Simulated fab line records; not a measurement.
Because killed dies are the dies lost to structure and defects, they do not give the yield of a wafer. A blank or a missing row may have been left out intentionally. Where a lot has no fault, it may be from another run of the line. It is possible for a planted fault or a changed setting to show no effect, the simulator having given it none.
Chamber matching | flow nand harc | 4 sister chambers for NHARC_A_M0_STRIP_18 on rie diel-01
The step strips in N2/H2. 4 wafers are shown with their chamber, then 8 later ones without.

## WAFERS, EACH WITH ITS CHAMBER
wafer  | chamber | showerhead plenum p Torr (Torr)
L595.6 | 2       | 2.20
L594.5 | 0       | 1.91
L597.6 | 1       | 2.05
L605.1 | 3       | 2.12

## WAFERS WHOSE CHAMBER IS MISSING
wafer  | showerhead plenum p Torr (Torr)
L605.4 | 1.91
L605.5 | 2.05
L603.3 | 2.05
L603.4 | 1.91
L603.5 | 2.05
L610.1 | 2.05
L610.5 | 2.19
L610.6 | 2.12

## EACH ONE'S CHAMBER
wafer  | from the rows above | in truth
L605.4 | 0                   | 0
L605.5 | 1                   | 1
L603.3 | 1                   | 1
L603.4 | 0                   | 0
L603.5 | 1                   | 1
L610.1 | 1                   | 1
L610.5 | 2                   | 2
L610.6 | 3                   | 3
Placed correctly: 8 of 8. Left unplaced by these rows: 0. Placed wrongly: 0.
How it was worked out, from the rows above alone: a wafer's distance from a chamber is the root of the sum, over the readings, of the square of ((its reading less the chamber's mean) divided by the reading's scatter). The wafer belongs to the nearest chamber; if the next one is less than 2 further off, it can't be placed. Each chamber's mean is taken over the wafers shown for it. The scatter: with one shown wafer a chamber, the root of the mean of the squares of how far each hidden wafer lies from its nearest shown one.
